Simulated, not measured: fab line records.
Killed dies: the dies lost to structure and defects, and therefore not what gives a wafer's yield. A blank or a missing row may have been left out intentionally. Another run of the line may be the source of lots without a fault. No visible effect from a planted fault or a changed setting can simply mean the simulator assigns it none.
What tool caused it?    flow n5_finfet    Sampling: 9 lots, 27 wafers, 6 of 1938 route steps

== WHAT THE GAUGES SHOWED, per wafer ==
N5_SDB_THK_MEAS_31. Usual: SDB_THK gives 64.5 nm (standard deviation 1.3).
lot   measured     on             SDB_THK (nm)    flag
L364  day 4 06:14  film_metro-02  65.4 65.7 65.9  
L365  day 4 18:25  film_metro-01  64.9 64.7 65.0  
L367  day 4 23:59  film_metro-01  64.7 63.3 65.8  
L371  day 5 22:41  film_metro-02  65.7 65.2 63.8  
L378  day 7 14:04  film_metro-01  62.0 64.4 65.1  
L379  day 8 04:09  film_metro-01  65.6 62.7 62.8  
L382  day 9 00:38  film_metro-01  66.6 64.5 67.2  
L383  day 9 04:16  film_metro-01  61.7 63.1 60.7  
L384  day 9 07:55  film_metro-01  65.4 66.7 64.8  

N5_SDB_INSPECT_36: inspects for defects (darkfield). Usual: 45 for raw_defect_count, sd 20.
lot   measured     on                 raw_defect_count  flag
L364  day 4 06:15  defect_inspect-01  56 42 21          
L365  day 4 18:26  defect_inspect-02  27 67 99          
L367  day 5 00:01  defect_inspect-02  70 27 40          
L371  day 5 22:43  defect_inspect-01  28 44 67          
L378  day 7 14:05  defect_inspect-02  38 32 38          
L379  day 8 04:10  defect_inspect-02  31 33 20          
L382  day 9 00:40  defect_inspect-01  50 27 22          
L383  day 9 04:18  defect_inspect-01  47 50 47          
L384  day 9 07:57  defect_inspect-01  38 39 28          

N5_HKMG_FIN_INSPECT_61: inspects for defects (macro). Usual: 2.0 for raw_defect_count, sd 1.4.
lot   measured     on                 raw_defect_count  flag
L364  day 4 08:17  defect_inspect-01  2 0 1             
L365  day 4 20:01  defect_inspect-01  2 1 5             
L367  day 5 01:37  defect_inspect-01  >300 0 2          
L371  day 6 00:32  defect_inspect-01  1 2 2             
L378  day 7 16:11  defect_inspect-01  2 3 4             
L379  day 8 06:29  defect_inspect-02  2 2 3             
L382  day 9 02:23  defect_inspect-02  0 2 2             
L383  day 9 05:53  defect_inspect-01  1 1 1             
L384  day 9 09:25  defect_inspect-01  4 3 2             

N5_BEOL_M4_RC_MEAS_101. Usual: DIBL_N 35.7 mV/V, standard deviation 1.5; DIBL_P 35.7 mV/V, standard deviation 2; IOFF_N 0.155 nA/um, standard deviation 0.026; IOFF_P 0.20 nA/um, standard deviation 0.031; ION_N 675 uA/um, standard deviation 11; ION_P 462 uA/um, standard deviation 7.1; SS_N 71.3 mV/dec, standard deviation 0.57; SS_P 73.1 mV/dec, standard deviation 0.56; VT_N 250 mV, standard deviation 3; VT_P -251 mV, standard deviation 3.
lot   measured      on         DIBL_N (mV/V)   DIBL_P (mV/V)   IOFF_N (nA/um)     IOFF_P (nA/um)  ION_N (uA/um)  ION_P (uA/um)  SS_N (mV/dec)   SS_P (mV/dec)   VT_N (mV)    VT_P (mV)       flag
L364  day 8 17:17   prober-01  37.9 37.5 35.9  38.4 37.2 36.3  0.208 0.182 0.166  0.24 0.23 0.22  696 671 688    472 461 474    72.1 71.8 70.9  73.4 73.3 73.4  245 247 247  -247 -248 -249  
L365  day 9 02:08   prober-02  34.0 36.0 33.7  33.8 37.2 33.5  0.141 0.186 0.142  0.19 0.26 0.19  683 685 678    462 468 465    71.2 71.9 70.4  72.1 73.3 72.3  250 245 249  -250 -246 -250  
L367  day 9 07:03   prober-02  36.1 37.1 35.4  34.7 34.5 32.9  0.165 0.181 0.140  0.21 0.20 0.18  674 694 678    460 468 464    72.0 72.9 71.3  72.9 73.0 72.6  248 248 251  -251 -252 -252  
L371  day 10 09:34  prober-01  36.5 35.9 37.2  35.5 34.9 35.3  0.148 0.127 0.156  0.22 0.20 0.22  666 666 662    462 464 453    71.8 71.2 71.4  73.4 73.2 73.3  252 252 254  -249 -250 -246  
L378  day 11 20:23  prober-02  37.2 37.9 36.4  36.8 38.4 36.6  0.162 0.173 0.152  0.21 0.23 0.21  670 679 672    459 462 456    71.5 71.5 72.0  73.0 73.5 72.5  253 250 251  -248 -249 -250  
L379  day 12 13:44  prober-01  36.7 37.4 37.1  36.3 37.0 36.7  0.157 0.171 0.169  0.21 0.23 0.23  682 683 677    472 469 467    72.4 72.5 71.9  72.9 73.6 73.5  248 248 246  -248 -247 -247  
L382  day 12 22:20  prober-01  34.8 36.9 36.3  33.1 36.3 35.8  0.112 0.160 0.146  0.18 0.23 0.22  654 682 679    458 474 468    71.0 71.2 71.5  72.4 73.0 72.6  255 248 250  -251 -247 -249  
L383  day 13 17:22  prober-01  34.4 33.9 36.7  34.9 34.4 37.3  0.137 0.128 0.166  0.18 0.18 0.21  666 659 675    456 456 459    71.0 71.1 71.2  72.7 72.4 73.2  251 252 250  -253 -255 -253  
L384  day 14 00:05  prober-02  31.0 36.2 37.6  29.9 35.2 38.5  0.093 0.162 0.201  0.14 0.20 0.26  657 678 679    459 460 464    69.6 71.8 71.5  71.6 73.4 73.3  255 248 249  -254 -250 -248  

== WHAT TOOL EACH LOT RAN ON (gives the tool, then ch and the chambers of the sampled wafers, and finally the start) ==
lot   N5_HKMG_FIN_ALD_74               N5_HKMG_FIN_DESCUM_53
L364  ald_hk-02 ch 0,1,3, day 4 07:49  rie_diel-01 ch 0,3, day 4 08:19
L365  ald_hk-02 ch 0,2,3, day 4 19:25  rie_diel-03 ch 1,2, day 4 20:04
L367  ald_hk-02 ch 0,1,3, day 5 01:01  rie_diel-03 ch 0,3, day 5 01:41
L371  ald_hk-01 ch 0,2, day 5 23:56    rie_diel-01 ch 2,3, day 6 00:34
L378  ald_hk-01 ch 0,1,2, day 7 15:33  rie_diel-01 ch 0,3, day 7 16:13
L379  ald_hk-01 ch 1,2, day 8 05:53    rie_diel-01 ch 0,1,2, day 8 06:32
L382  ald_hk-03 ch 2,3, day 9 01:55    rie_diel-03 ch 0,1, day 9 02:43
L383  ald_hk-03 ch 0,1, day 9 05:17    rie_diel-03 ch 0,1,2, day 9 05:55
L384  ald_hk-03 ch 1,2,3, day 9 08:57  rie_diel-01 ch 1,2, day 9 10:19
- N5_HKMG_FIN_ALD_74: deposits La2O3, target thk 0.5 nm, pulse time 6 s, co reactant pulse time 1 s.
- N5_HKMG_FIN_DESCUM_53: chemistry O2, time 7.9 s.

== WHAT THE TOOLS THEMSELVES READ (means of the sampled wafers that have a number; where no wafer has one, the mark that the record gives instead) ==
N5_HKMG_FIN_ALD_74. Usual: heater_power_w 363 W, standard deviation 41; precursor_pulse_height_rel 1.002, standard deviation 0.019.
lot   tool       heater_power_w (W)  precursor_pulse_height_rel  flag
L364  ald_hk-02  329                 1.016                       
L365  ald_hk-02  329                 1.016                       
L367  ald_hk-02  322                 1.005                       
L371  ald_hk-01  394                 1.002                       
L378  ald_hk-01  376                 1.002                       
L379  ald_hk-01  372                 0.990                       
L382  ald_hk-03  394                 0.998                       
L383  ald_hk-03  368                 1.010                       
L384  ald_hk-03  386                 1.001                       

N5_HKMG_FIN_DESCUM_53. Usual: drypump_motor_current_A 5.7 A, standard deviation 0.53; oes_product_au 0.79 a.u., standard deviation 0.089; rf_vpp_V 243.7 V, standard deviation 1.3; showerhead_plenum_p_Torr 2.14 Torr, standard deviation 0.071; throttle_valve_pct 20.39 %, standard deviation 0.22.
lot   tool         drypump_motor_current_A (A)  oes_product_au (a.u.)  rf_vpp_V (V)  showerhead_plenum_p_Torr (Torr)  throttle_valve_pct (%)  flag
L364  rie_diel-01  6.4                          0.78                   244.9         2.19                             20.31                   
L365  rie_diel-03  5.3                          0.79                   244.4         2.17                             20.52                   
L367  rie_diel-03  5.5                          0.93                   244.3         2.10                             20.22                   
L371  rie_diel-01  6.1                          0.76                   244.0         2.17                             20.39                   
L378  rie_diel-01  6.4                          0.75                   243.5         2.18                             20.35                   
L379  rie_diel-01  5.7                          0.77                   244.2         2.12                             20.17                   
L382  rie_diel-03  5.4                          0.77                   243.6         2.15                             20.35                   
L383  rie_diel-03  5.2                          0.80                   243.0         2.14                             20.44                   
L384  rie_diel-01  5.6                          0.72                   242.0         2.04                             20.17                   

== THE ANSWER, worked out from the rows above alone ==
Rule: a lot is off if the mean of its wafers that have a number lies more than 3 standard deviations from the usual mean. Also off: a lot with no number at a reading for which 4 or more lots have one. The other lots that the step has rows for count as sound. The gauges are gone through in route order, then the tools' own readings, and for those a lot's mean is taken as printed above. At the first step where some lot is off, the reading lying furthest off is the one used; lots without a number count as furthest.
Across all readings shown, no lot is off: no conclusion can be drawn from this.

== WHAT HAD BEEN PUT IN BY THE SIMULATOR ==
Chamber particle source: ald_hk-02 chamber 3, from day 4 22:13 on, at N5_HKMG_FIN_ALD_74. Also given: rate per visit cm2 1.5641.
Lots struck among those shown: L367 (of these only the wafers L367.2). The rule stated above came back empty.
